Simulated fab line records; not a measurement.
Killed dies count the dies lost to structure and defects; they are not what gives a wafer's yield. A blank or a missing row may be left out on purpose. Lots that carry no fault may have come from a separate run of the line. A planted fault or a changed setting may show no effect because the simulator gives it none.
Chamber matching ; flow n5Finfet ; N5_GATE_CUT_STRIP_42 on rieDiel-03: 4 sister chambers
The step strips in O2. 30 wafers are shown with their chamber, then 12 later ones without.

WAFERS, EACH WITH ITS CHAMBER
wafer;chamber;drypumpMotorCurrentA (A);throttleValvePct (%);showerheadPlenumPTorr (Torr)
L074.1;0;4.7;16.38;2.06
L074.3;3;5.5;16.89;1.98
L074.5;2;5.3;16.89;1.99
L076.1;3;5.5;16.89;1.98
L076.2;0;4.7;16.38;2.06
L076.4;3;5.5;16.88;1.98
L077.2;3;5.5;16.89;1.98
L077.5;3;5.5;16.88;1.98
L077.6;0;4.7;16.41;2.06
L079.1;1;6.0;16.75;2.17
L079.3;2;5.3;16.91;1.99
L079.5;1;6.0;16.75;2.17
L080.1;0;4.7;16.40;2.06
L080.3;1;6.0;16.76;2.17
L080.5;1;6.0;16.75;2.17
L081.2;0;4.8;16.40;2.06
L081.5;1;6.0;16.76;2.16
L081.6;2;5.3;16.89;1.99
L084.2;3;5.5;16.42;2.24
L084.4;0;4.8;16.42;2.06
L084.5;1;6.0;16.78;2.16
L086.2;3;5.5;16.43;2.24
L086.3;1;6.0;16.77;2.16
L086.4;0;4.7;16.42;2.05
L088.1;1;6.1;16.78;2.16
L088.2;3;5.5;16.44;2.24
L088.4;2;5.3;16.92;1.98
L089.2;3;5.5;16.46;2.24
L089.3;2;5.3;16.92;1.98
L089.5;2;5.3;16.94;1.98

SIGNATURES (means of the wafers above)
reading;chamber 0;chamber 1;chamber 2;chamber 3;scatter within a chamber
drypumpMotorCurrentA;4.729;6.013;5.300;5.500;0.0298
throttleValvePct;16.4014;16.7625;16.9117;16.6867;0.132
showerheadPlenumPTorr;2.0586;2.1650;1.9850;2.0956;0.0761
Rule: for a wafer and a chamber, the distance is found by dividing, reading by reading, the gap between the wafer's reading and the chamber's mean by the reading's scatter, squaring, summing and taking the root. If the next closest chamber is less than 2 further off than the closest, the wafer can't be placed; otherwise it belongs to the closest. The scatter: take each reading less its chamber's mean, square it, sum over the shown wafers, divide by the number of wafers less the number of chambers, and take the root.

WAFERS MISSING THEIR CHAMBER
wafer;drypumpMotorCurrentA (A);throttleValvePct (%);showerheadPlenumPTorr (Torr)
L090.2;4.8;16.44;2.05
L090.3;5.3;16.93;1.98
L090.6;5.3;16.93;1.98
L092.1;5.5;16.44;2.24
L092.2;6.0;16.80;2.16
L092.6;6.0;16.78;2.16
L094.1;5.3;16.94;1.98
L094.2;5.5;16.46;2.24
L094.3;6.0;16.82;2.16
L096.2;4.8;16.46;2.05
L096.3;5.5;16.46;2.23
L096.6;4.8;16.45;2.05

EACH ONE'S CHAMBER
wafer;from the rows above;in truth
L090.2;0;0
L090.3;2;2
L090.6;2;2
L092.1;3;3
L092.2;1;1
L092.6;1;1
L094.1;2;2
L094.2;3;3
L094.3;1;1
L096.2;0;0
L096.3;3;3
L096.6;0;0
Correct placement for 12 of the 12. Can't be placed from these rows: 0. Number placed wrongly: 0.
